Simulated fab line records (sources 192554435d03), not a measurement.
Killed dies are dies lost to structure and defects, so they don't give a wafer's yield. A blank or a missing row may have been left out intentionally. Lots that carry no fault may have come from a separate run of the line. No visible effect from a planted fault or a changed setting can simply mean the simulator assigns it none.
Chamber matching + flow n5Finfet + aldMetal-02 running N5_BEOL_M1_ALD_84: 4 sister chambers
The step deposits TaN, pulse time 2 s, purge time 3 s, co reactant purge time 2 s. 4 wafers are shown with their chamber, then 11 later ones without.

## WAFERS WITH THEIR CHAMBER
| wafer  | chamber | heaterPowerW (W) |
|--------|---------|------------------|
| L086.1 | 1       | 432              |
| L086.3 | 2       | 410              |
| L086.5 | 3       | 360              |
| L087.1 | 0       | 404              |

## WAFERS WHOSE CHAMBER IS MISSING
| wafer  | heaterPowerW (W) |
|--------|------------------|
| L087.5 | 362              |
| L087.6 | 398              |
| L088.1 | 431              |
| L088.3 | 359              |
| L088.4 | 408              |
| L094.1 | 429              |
| L094.5 | 435              |
| L094.6 | 416              |
| L095.2 | 360              |
| L095.3 | 403              |
| L095.4 | 410              |

## WHICH CHAMBER EACH WENT THROUGH
| wafer  | from the rows above     | in truth |
|--------|-------------------------|----------|
| L087.5 | 3                       | 3        |
| L087.6 | can't be placed: 0 or 2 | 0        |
| L088.1 | 1                       | 1        |
| L088.3 | 3                       | 3        |
| L088.4 | can't be placed: 2 or 0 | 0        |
| L094.1 | 1                       | 1        |
| L094.5 | 1                       | 1        |
| L094.6 | can't be placed: 2 or 0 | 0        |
| L095.2 | 3                       | 3        |
| L095.3 | can't be placed: 0 or 2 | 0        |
| L095.4 | can't be placed: 2 or 0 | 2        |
Placed correctly: 6 of 11. Cannot be placed on the basis of these rows: 5; the candidates contain the true chamber in 5. Placed wrongly: 0.
How it was worked out, from the rows above alone: a wafer's distance from a chamber is the root of the sum, over the readings, of the square of ((its reading less the chamber's mean) divided by the reading's scatter). If the next closest chamber is less than 2 further off than the closest, the wafer can't be placed; otherwise it belongs to the closest. Each chamber's mean is taken over the wafers shown for it. The scatter (one wafer shown for each chamber): square how far every hidden wafer sits from the nearest shown wafer, average those squares and take the square root.
